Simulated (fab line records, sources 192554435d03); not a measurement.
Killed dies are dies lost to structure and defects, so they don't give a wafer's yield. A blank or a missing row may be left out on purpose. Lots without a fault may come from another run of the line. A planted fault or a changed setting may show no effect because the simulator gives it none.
Chamber matching | flow n5_finfet | N5_MOL_CONTACT_COAG_STRIP_98 on rie_diel-04: 4 sister chambers
The step strips in N2/H2. 4 wafers are shown with their chamber, then 7 later ones without.

WAFERS WITH THEIR CHAMBER
wafer  | chamber | drypump_motor_current_A (A)
L082.2 | 2       | 5.7
L094.1 | 0       | 6.0
L094.4 | 3       | 5.1
L094.5 | 1       | 5.6

WAFERS WITHOUT THEIR CHAMBER
wafer  | drypump_motor_current_A (A)
L094.6 | 6.0
L096.2 | 5.6
L096.4 | 6.0
L096.6 | 5.1
L097.3 | 6.0
L097.5 | 5.6
L097.6 | 6.1

WHICH CHAMBER EACH WENT THROUGH
wafer  | from the rows above | in truth
L094.6 | 0                   | 0
L096.2 | 1                   | 1
L096.4 | 0                   | 0
L096.6 | 3                   | 3
L097.3 | 0                   | 0
L097.5 | 1                   | 1
L097.6 | 0                   | 0
Placed correctly: 7 of 7. Can't be placed from these rows: 0. Placed wrongly: 0.
How it was worked out, from the rows above alone: a wafer's distance from a chamber is the root of the sum, over the readings, of the square of ((its reading less the chamber's mean) divided by the reading's scatter). The wafer belongs to the nearest chamber; if the next one is less than 2 further off, it can't be placed. A chamber's mean is the mean of its shown wafers. The scatter: with one shown wafer a chamber, the root of the mean of the squares of how far each hidden wafer lies from its nearest shown one.
